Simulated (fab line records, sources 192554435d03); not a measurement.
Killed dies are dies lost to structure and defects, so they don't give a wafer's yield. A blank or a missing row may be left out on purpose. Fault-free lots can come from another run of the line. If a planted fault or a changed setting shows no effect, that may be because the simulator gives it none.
fab line records	flow n5-finfet
record: lots: 11	wafers: 30	last-day: 16
route steps=1938 shown BEOL_M11@1539 BEOL_M12@1613 PASSIVATION@1936
lots that met no fault: from a run of the same line without faults
start-h: hours from the record's opening day to when the first of the lot's shown wafers began	wait-h: time in hours since the lot's previous step	" the same as in the row above	L1.1+2: several wafers, shown together as one row	- no value present, or no start provided	* or withheld: withheld	< > ~ a bound
route shown NAME@n: NAME is a module with steps in the file, n the number in the route of the first one	usual: average and standard deviation across the fault-free wafers	same: alike in all rows	chamber/n: place in a boat	sites: readings site by site	_std_site: how widely they spread, as a standard deviation	_edge_site: mean of outer sites minus mean of inner sites	radius-mm: for every site, how far away it sits from the centre of the wafer	mask NAME#n: copy n	behind: the most recent tool/chamber to have shaped the wafer	hold: why the lot was held/for how many hours/how that ended	device: whichever transistor did not switch (one of n, p or np)	end of line: tests of these same wafers at the route's end	step lacking rows: just its recipe	killed: at the first sort, the dies lost to defects and structure; wafer yield is something else	map: shows each die of a wafer: x if killed, . if not, _ if none is there
set.NAME: the setting as run; set.NAME@STEP: as run at that earlier step	model.NAME: the simulator's own value behind a step, which no gauge read
the route's steps for a sample of lots (tables are steps, rows are wafers)
services: a tool's chamber out of use, with start hour (start-h, from the record's first day; less than 0 if before it), hours out, and reason
== steps ==
step: N5_BEOL_M11_PECVD_70
recipe: material: SiO2	target-thk-a: 200	temp-c: 400	precursor: TEOS/O2	pressure-torr: 5.5	rf-w: 450	teos-flow-sccm: 53.8	gas: O2	flow-sccm: 3000	time-s: 22.7
usual: heater-power-w: 662/63	showerhead-plenum-p-Torr: 8.79/0.09	showerhead-vpp-V: 1294/62	throttle-valve-pct: 21.9/0.62
lot.wafer	tool	chamber	start-h	wait-h	heater-power-w	showerhead-plenum-p-Torr	showerhead-vpp-V	throttle-valve-pct
L666.2	pecvd-02	2	231.96	0.0	759	8.80	1266	21.0
L666.5	"	2	"	"	744	8.79	1294	21.1
L666.6	"	1	"	"	676	8.67	1215	22.0
L671.3	pecvd-02	2	244.04	0.0	711	8.82	1276	21.0
L671.5	"	0	"	"	613	8.77	1408	21.4
L671.6	"	1	"	"	624	8.67	1222	22.0
L672.3	pecvd-03	1	252.84	0.0	728	8.81	1319	23.0
L672.4	"	0	"	"	626	8.95	1261	21.5
L672.6	"	2	"	"	686	8.88	1369	22.0
L673.3	pecvd-03	1	258.67	0.0	778	8.82	1310	22.9
L673.4	"	2	"	"	748	8.87	1339	21.8
L673.5	"	0	"	"	682	8.96	1253	21.5
L674.2	pecvd-02	2	260.17	0.0	728	8.83	1288	21.0
L674.3	"	0	"	"	557	8.79	1349	21.7
L674.6	"	0	"	"	558	8.77	1376	21.8
L677.1	pecvd-03	1	288.09	0.0	646	8.82	1307	23.2
L677.3	"	2	"	"	653	8.87	1345	21.9
L677.4	"	1	"	"	645	8.81	1292	23.0
L678.2	pecvd-02	1	295.99	0.0	708	8.65	1212	22.2
L678.4	"	2	"	"	723	8.78	1271	21.4
L679.1	pecvd-02	2	313.48	0.0	656	8.79	1268	21.3
L679.4	"	0	"	"	515	8.78	1379	21.3
L679.5	"	1	"	"	624	8.64	1196	22.0
L680.2	pecvd-04	0	318.85	0.0	688	8.69	1323	21.5
L680.5	"	2	"	"	623	8.86	1388	22.8
L680.6	"	0	"	"	701	8.70	1307	21.5
L683.2	pecvd-02	0	328.31	0.0	608	8.75	1404	21.7
L683.3	"	2	"	"	705	8.77	1274	21.4
L687.1	pecvd-02	2	348.93	0.0	708	8.81	1274	21.3
L687.3	"	1	"	"	569	8.67	1210	22.4
step: N5_BEOL_M11_INSPECT_13
recipe: mode: adi	inspect-instrument: brightfield
usual: raw-defect-count: 405/94
lot.wafer	tool	chamber	start-h	wait-h	raw-defect-count
L666.2	defect-inspect-02	-	232.73	0.0	496
L666.5	"	-	"	"	482
L666.6	"	-	"	"	520
L671.3	defect-inspect-02	-	245.19	0.0	468
L671.5	"	-	"	"	320
L671.6	"	-	"	"	496
L672.3	defect-inspect-01	-	255.67	0.0	388
L672.4	"	-	"	"	328
L672.6	"	-	"	"	322
L673.3	defect-inspect-02	-	259.57	0.0	483
L673.4	"	-	"	"	467
L673.5	"	-	"	"	545
L674.2	defect-inspect-01	-	260.80	0.0	298
L674.3	"	-	"	"	454
L674.6	"	-	"	"	336
L677.1	defect-inspect-01	-	289.04	0.0	359
L677.3	"	-	"	"	256
L677.4	"	-	"	"	344
L678.2	defect-inspect-02	-	298.09	0.0	351
L678.4	"	-	"	"	282
L679.1	defect-inspect-01	-	315.72	0.0	386
L679.4	"	-	"	"	297
L679.5	"	-	"	"	390
L680.2	defect-inspect-01	-	320.41	0.0	386
L680.5	"	-	"	"	474
L680.6	"	-	"	"	583
L683.2	defect-inspect-01	-	329.96	0.0	338
L683.3	"	-	"	"	296
L687.1	defect-inspect-02	-	349.56	0.0	522
L687.3	"	-	"	"	559
step: N5_BEOL_M11_STRIP_36
recipe: chemistry: N2/H2	power-w: 450	temp-c: 40	pressure-mtorr: 20	rf-frequency-hz: 6e+07	overash-fraction: 0.3	bias-power-w: 7	h2-frac: 0.5	n2-flow-sccm: 200	h2-flow-sccm: 200
usual: drypump-motor-current-A: 5.6/0.44	oes-product-au: 0.82/0.087	rf-vpp-V: 59.2/1.8	showerhead-plenum-p-Torr: 2.51/0.088	throttle-valve-pct: 23.50/0.25
lot.wafer	tool	chamber	start-h	wait-h	drypump-motor-current-A	oes-product-au	rf-hours-counter-h	rf-vpp-V	showerhead-plenum-p-Torr	throttle-valve-pct
L666.2	rie-diel-03	2	235.06	0.0	5.0	0.90	22	60.7	2.60	23.28
L666.5	"	3	"	"	5.7	0.67	-	59.4	2.51	23.97
L666.6	"	2	"	"	5.0	0.90	-	59.9	2.60	23.28
L671.3	rie-diel-04	2	246.95	0.0	6.2	0.86	69	59.1	2.57	23.22
L671.5	"	2	"	"	6.2	0.84	-	59.2	2.57	23.19
L671.6	"	1	"	"	5.7	0.74	-	57.1	2.32	23.33
L672.3	rie-diel-01	3	258.22	0.0	5.6	0.75	178	56.0	2.64	23.69
L672.4	"	0	"	"	4.9	0.91	28	59.8	2.50	23.35
L672.6	"	3	"	"	5.6	0.73	-	57.7	2.64	23.69
L673.3	rie-diel-01	3	261.18	0.0	5.6	0.76	179	60.0	2.64	23.60
L673.4	"	0	"	"	5.0	0.88	29	58.4	2.50	23.35
L673.5	"	2	"	"	5.2	0.75	-	57.9	2.43	23.50
L674.2	rie-diel-01	3	263.33	0.0	5.6	0.74	180	58.2	2.64	23.63
L674.3	"	1	"	"	5.8	0.82	101	59.0	2.47	23.46
L674.6	"	0	"	"	5.0	0.89	-	62.6	2.50	23.36
L677.1	rie-diel-03	2	290.70	0.0	5.0	0.88	45	60.5	2.59	23.28
L677.3	"	3	"	"	5.7	0.96	3	60.0	2.50	23.76
L677.4	"	1	"	"	6.3	0.88	23	60.1	2.59	23.97
L678.2	rie-diel-01	2	299.79	0.0	5.2	0.74	173	57.3	2.42	23.46
L678.4	"	0	"	"	5.0	0.87	39	55.6	2.49	23.41
L679.1	rie-diel-01	3	316.88	0.0	5.6	0.73	197	58.4	2.63	23.67
L679.4	"	1	"	"	5.8	0.80	116	61.0	2.46	23.48
L679.5	"	2	"	"	5.2	0.74	-	60.8	2.42	23.52
L680.2	rie-diel-04	0	322.86	0.0	5.8	0.91	17	60.5	2.49	23.79
L680.5	"	2	"	"	6.2	0.83	-	59.9	2.56	23.26
L680.6	"	3	"	"	5.1	0.66	-	61.2	2.40	23.33
L683.2	rie-diel-03	1	331.36	0.0	6.3	0.85	34	61.7	2.58	23.96
L683.3	"	2	"	"	5.1	0.84	56	57.6	2.59	23.30
L687.1	rie-diel-01	2	351.40	0.0	5.2	0.73	189	56.5	2.41	23.48
L687.3	"	1	"	"	5.8	0.80	126	59.6	2.46	23.57
step: N5_BEOL_M11_CMP_52
recipe: stop-on: SiCOH_lowk	t-overpolish-s: 7	down-force-psi: 1	platen-rpm: 50	clearing-platen-down-force-psi: 1.5	clearing-platen-rpm: 50	post-cmp-clean: cu-alkaline	target-thk-nm: 140	clearing-platen-pad-velocity-m-s: 0.99484	pad-velocity-m-s: 0.99484
usual: barrier-field-endpoint-s: 28.4/0.79	motor-current-A: 6.0/0.5
lot.wafer	tool	chamber	start-h	wait-h	barrier-field-endpoint-s	motor-current-A
L666.2	cmp-04	0	237.46	0.3	27.9	6.1
L666.6	"	2	"	"	27.9	5.5
L666.5	"	3	"	"	28.4	5.8
L671.3	cmp-03	0	250.73	0.3	28.2	6.7
L671.5	"	1	"	"	27.6	6.5
L671.6	"	2	"	"	27.4	5.7
L672.3	cmp-01	3	261.21	0.2	28.5	6.9
L672.4	"	1	"	"	29.4	5.4
L672.6	"	2	"	"	29.4	6.0
L673.4	cmp-04	2	265.12	0.1	29.8	5.5
L673.3	"	3	"	"	29.0	5.8
L673.5	"	3	"	"	30.3	6.0
L674.2	cmp-01	2	265.58	0.2	28.3	5.6
L674.3	"	0	"	"	28.7	5.7
L674.6	"	1	"	"	29.7	5.4
L677.3	cmp-03	2	292.78	0.2	27.4	5.7
L677.1	"	3	"	"	28.5	6.1
L677.4	"	0	"	"	28.0	6.4
L678.2	cmp-03	3	302.80	0.2	28.7	6.1
L678.4	"	0	"	"	27.9	6.6
L679.1	cmp-03	1	321.11	0.3	26.9	6.5
L679.4	"	2	"	"	27.3	6.0
L679.5	"	1	"	"	27.9	6.3
L680.2	cmp-03	3	325.69	0.2	28.9	6.2
L680.5	"	3	"	"	29.5	5.8
L680.6	"	0	"	"	28.3	6.4
L683.2	cmp-01	0	333.92	0.2	27.7	5.3
L683.3	"	1	"	"	15.1	5.6
L687.3	cmp-01	2	353.85	0.2	15.5	5.5
L687.1	"	0	"	"	28.4	5.5
step: N5_BEOL_M12_OVL_MEAS_11
recipe: points-per-wafer: 44
usual: V11_OVL: -1/6.7
lot.wafer	tool	chamber	start-h	wait-h	V11_OVL[nm]
L666.2	overlay-02	0	238.46	0.0	3
L666.5	"	0	"	"	-8
L666.6	"	0	"	"	3
L671.3	overlay-02	0	251.61	0.0	-4
L671.5	"	0	"	"	-3
L671.6	"	0	"	"	-7
L672.3	overlay-01	0	262.25	0.0	-8
L672.4	"	0	"	"	3
L672.6	"	0	"	"	-6
L673.3	overlay-01	0	266.06	0.0	10
L673.4	"	0	"	"	-1
L673.5	"	0	"	"	-3
L674.2	overlay-01	0	266.62	0.0	-5
L674.3	"	0	"	"	12
L674.6	"	0	"	"	-2
L677.1	overlay-02	0	293.69	0.0	-7
L677.3	"	0	"	"	5
L677.4	"	0	"	"	-8
L678.2	overlay-02	0	304.02	0.0	-5
L678.4	"	0	"	"	-7
L679.1	overlay-02	0	322.15	0.0	-4
L679.4	"	0	"	"	5
L679.5	"	0	"	"	0
L680.2	overlay-02	0	326.77	0.0	-2
L680.5	"	0	"	"	-2
L680.6	"	0	"	"	-3
L683.2	overlay-02	0	334.99	0.0	-2
L683.3	"	0	"	"	-4
L687.1	overlay-01	0	354.80	0.0	-18
L687.3	"	0	"	"	-13
step: N5_PASSIVATION_PROBE_49
usual: defect-limited-yield: 91.2/1.6	killed_at_M0_to_M3: 34/11	killed_at_M4_up: 14/5.7	killed-at-contacts: 14/6.6	killed-at-front-end: 37/10	killed-at-other: 4/3.2	killed-dies: 104/19	killed-on-rim: 14/4.1	killed-open: 69/13	killed-short: 33/8.7	sort_bin_5_function: 5.1/1	sort_bin_6_memory: 3.3/0.76	sort-n-pass: 1076/19	sort-yield-pct: 91.2/1.6
same: gross-dies: 1180	killed-at-back-side: 0	sort_bin_4_leakage[%]: 0	sort_bin_8_speed[%]: 0
lot.wafer	tool	chamber	start-h	wait-h	defect-limited-yield[%]	killed_at_M0_to_M3	killed_at_M4_up	killed-at-contacts	killed-at-front-end	killed-at-other	killed-dies	killed-on-rim	killed-open	killed-short	sort_bin_5_function[%]	sort_bin_6_memory[%]	sort-n-pass	sort-yield-pct[%]
L666.2	prober-02	-	273.83	0.1	89.2	40	17	18	47	5	127	17	89	37	6.9	3.5	1053	89.2
L666.5	prober-02	-	273.98	0.2	87.9	52	19	13	55	4	143	20	105	38	7.7	4.0	1037	87.9
L666.6	prober-02	-	274.03	0.3	92.8	25	17	9	30	4	85	13	50	34	4.1	3.1	1095	92.8
L672.3	prober-01	-	297.49	0.1	90.7	27	10	17	52	4	110	13	85	24	5.3	3.9	1070	90.7
L672.4	prober-01	-	297.54	0.2	92.0	28	10	14	38	4	94	7	62	32	5.3	2.5	1086	92.0
L672.6	prober-01	-	297.64	0.3	92.4	25	8	14	38	5	90	13	63	27	4.5	2.8	1090	92.4
L673.3	prober-02	-	305.10	0.1	92.7	37	4	4	37	4	86	15	57	29	5.1	2.0	1094	92.7
L673.4	prober-02	-	305.15	0.2	92.0	47	12	6	26	3	94	12	69	25	4.7	2.6	1086	92.0
L673.5	prober-02	-	305.20	0.2	90.8	36	14	17	34	8	109	17	84	25	4.8	4.2	1071	90.8
L674.2	prober-02	-	308.74	0.1	92.6	25	14	12	29	7	87	9	61	24	4.5	2.6	1093	92.6
L674.3	prober-02	-	308.79	0.1	92.3	31	9	35	15	1	91	11	66	25	4.3	3.1	1089	92.3
L674.6	prober-02	-	308.94	0.3	94.3	18	13	11	23	2	67	8	47	20	3.1	2.5	1113	94.3
L678.2	prober-02	-	343.87	0.1	91.4	37	17	8	39	1	102	10	72	28	6.0	2.5	1078	91.4
L678.4	prober-02	-	343.97	0.2	92.8	34	17	5	26	3	85	13	63	19	4.2	3.0	1095	92.8
killed by level:class
L666.2 FIN_SAQP:geometric-particle:open=20 MOL_CONTACT_COAG:geometric-particle:open=16 BEOL_M0_SAQP:geometric-particle:short=9 BEOL_M1:geometric-particle:open=7 STI_FIN_REVEAL:geometric-particle:open=6 BEOL_M2:geometric-particle:open=6 BEOL_M3:geometric-particle:open=6 BEOL_M4:geometric-particle:open=6
L666.5 FIN_SAQP:geometric-particle:open=19 BEOL_M0_SAQP:geometric-particle:open=17 STI_FIN_REVEAL:geometric-particle:open=9 MOL_CONTACT_COAG:geometric-particle:open=9 BEOL_M0_SAQP:geometric-particle:short=9 BEOL_M2:geometric-particle:open=9 BEOL_M3:geometric-particle:open=8 BEOL_M8:geometric-particle:open=6
L666.6 FIN_SAQP:geometric-particle:open=8 MOL_CONTACT_COAG:geometric-particle:open=8 FIN_SAQP:geometric-particle:short=7 BEOL_M2:geometric-particle:open=6 GATE_CUT:geometric-particle:short=4 BEOL_M0_SAQP:geometric-particle:short=4 BEOL_M0:geometric-particle:open=4 BEOL_M4:geometric-particle:open=4
L672.3 STI_FIN_REVEAL:geometric-particle:open=27 MOL_CONTACT_COAG:geometric-particle:open=15 BEOL_M3:geometric-particle:open=11 BEOL_M1:geometric-particle:open=8 STI_FIN_REVEAL:geometric-particle:short=6 GATE_CUT:geometric-particle:short=6 BEOL_M4:geometric-particle:open=6 GATE_CUT:geometric-particle:open=4
L672.4 BEOL_M1:geometric-particle:short=12 MOL_CONTACT_COAG:geometric-particle:open=10 STI_FIN_REVEAL:geometric-particle:open=9 DUMMY_GATE:geometric-particle:open=7 BEOL_M1:geometric-particle:open=5 BEOL_M3:geometric-particle:open=5 FIN_SAQP:geometric-particle:short=4 FIN_SAQP:geometric-particle:open=4
L672.6 STI_FIN_REVEAL:geometric-particle:open=14 MOL_CONTACT_COAG:geometric-particle:open=13 FIN_SAQP:geometric-particle:open=7 FIN_SAQP:geometric-particle:short=5 BEOL_M0_SAQP:geometric-particle:open=5 BEOL_M3:geometric-particle:short=4 BEOL_M3:geometric-particle:open=4 BEOL_M0_SAQP:geometric-particle:short=3
L673.3 BEOL_M2:geometric-particle:open=10 STI_FIN_REVEAL:geometric-particle:open=7 DUMMY_GATE:geometric-particle:open=7 BEOL_M0_SAQP:geometric-particle:short=7 BEOL_M1:geometric-particle:open=6 GATE_CUT:geometric-particle:short=5 BEOL_M3:geometric-particle:open=5 BEOL_M0_SAQP:geometric-particle:open=4
L673.4 BEOL_M3:geometric-particle:open=11 BEOL_M1:geometric-particle:open=10 BEOL_M0_SAQP:geometric-particle:open=8 BEOL_M2:geometric-particle:open=7 GATE_CUT:geometric-particle:short=5 MOL_CONTACT_COAG:geometric-particle:open=5 BEOL_M0_SAQP:geometric-particle:short=5 DUMMY_GATE:geometric-particle:open=4
L673.5 STI_FIN_REVEAL:geometric-particle:open=15 MOL_CONTACT_COAG:geometric-particle:open=14 BEOL_M0_SAQP:geometric-particle:open=12 BEOL_M1:geometric-particle:open=6 PAD_METAL:geometric-particle:open=6 DUMMY_GATE:geometric-particle:open=5 BEOL_M0_SAQP:geometric-particle:short=5 BEOL_M2:geometric-particle:open=5
L674.2 MOL_CONTACT_COAG:geometric-particle:open=8 BEOL_M4:geometric-particle:open=8 GATE_CUT:geometric-particle:short=7 BEOL_M1:geometric-particle:open=7 MOL_CONTACT_COAG:geometric-particle:short=4 BEOL_M2:geometric-particle:open=4 PASS1_CAP:geometric-particle:open=4 FIN_SAQP:geometric-particle:short=3
L674.3 MOL_CONTACT_COAG:geometric-particle:open=31 BEOL_M0_SAQP:geometric-particle:open=12 BEOL_M0_SAQP:geometric-particle:short=8 MOL_CONTACT_COAG:geometric-particle:short=4 BEOL_M4:geometric-particle:open=3 BEOL_M1:geometric-particle:short=3 BEOL_M1:geometric-particle:open=3 BEOL_M3:geometric-particle:open=3
L674.6 MOL_CONTACT_COAG:geometric-particle:open=10 STI_FIN_REVEAL:geometric-particle:open=8 BEOL_M4:geometric-particle:open=6 BEOL_M1:geometric-particle:open=5 BEOL_M7:geometric-particle:open=4 GATE_CUT:geometric-particle:short=4 BEOL_M0_SAQP:geometric-particle:short=4 BEOL_M2:geometric-particle:open=4
L678.2 BEOL_M0_SAQP:geometric-particle:open=12 FIN_SAQP:geometric-particle:open=7 BEOL_M2:geometric-particle:open=7 ILD0:geometric-particle:open=6 MOL_CONTACT_COAG:geometric-particle:open=6 DUMMY_GATE:geometric-particle:open=5 FIN_SAQP:geometric-particle:short=4 BEOL_M0_SAQP:geometric-particle:short=4
L678.4 BEOL_M2:geometric-particle:open=13 BEOL_M4:geometric-particle:open=9 BEOL_M1:geometric-particle:open=7 DUMMY_GATE:geometric-particle:open=6 FIN_SAQP:geometric-particle:short=5 FIN_SAQP:geometric-particle:open=4 MOL_CONTACT_COAG:geometric-particle:open=4 BEOL_M3:geometric-particle:open=4
== services ==
tool	chamber	start-h	hours	kind
rie-diel-01	1	218.33	2.2	repair
cmp-03	-	220.94	0.8	repair
cmp-03	-	233.89	0.3	repair
rie-diel-04	-	237.68	2.8	pm
pecvd-03	-	238.67	4.3	pm
pecvd-04	-	254.23	6.0	pm
rie-diel-01	0	254.85	1.3	repair
cmp-03	-	259.78	4.0	pm
rie-diel-01	0	269.55	3.6	repair
cmp-04	-	278.21	0.4	repair
cmp-01	-	287.77	0.5	repair
cmp-01	-	288.30	5.9	pm
rie-diel-04	-	288.48	2.1	repair
pecvd-02	-	290.07	1.3	repair
cmp-01	-	302.33	2.0	repair
rie-diel-01	1	305.80	8.6	repair
cmp-03	-	311.07	5.7	pm
cmp-01	-	312.15	4.0	pm
pecvd-04	-	315.53	0.6	repair
cmp-03	-	324.47	1.2	repair
rie-diel-03	1	336.61	1.6	repair
cmp-04	-	337.08	5.0	pm
cmp-03	-	338.28	3.1	repair
cmp-01	-	351.97	1.0	repair
== key ==
first-sign: step: N5_BEOL_M11_CMP_52	reading: barrier-field-endpoint-s	direction: down	sigmas: 17	usual: 28.4	struck: 15.3
effect none on later readings
met-at N5_BEOL_M11_PECVD_70
struck-lots L683,L687
struck-wafers L683.3,L687.3
not-acting-at N5_BEOL_M11_INSPECT_13,N5_BEOL_M11_STRIP_36,N5_BEOL_M12_OVL_MEAS_11
onset-between 313.48 328.31
fault: kind: process-parameter-drift	tool: pecvd-02	chamber: -	onset-h: 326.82	steps: N5_BEOL_M11_PECVD_70	channel: time-s	offset: *	shape: step	end-h: 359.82	scope: struck-wafers-only	acts-in: *	stated: *
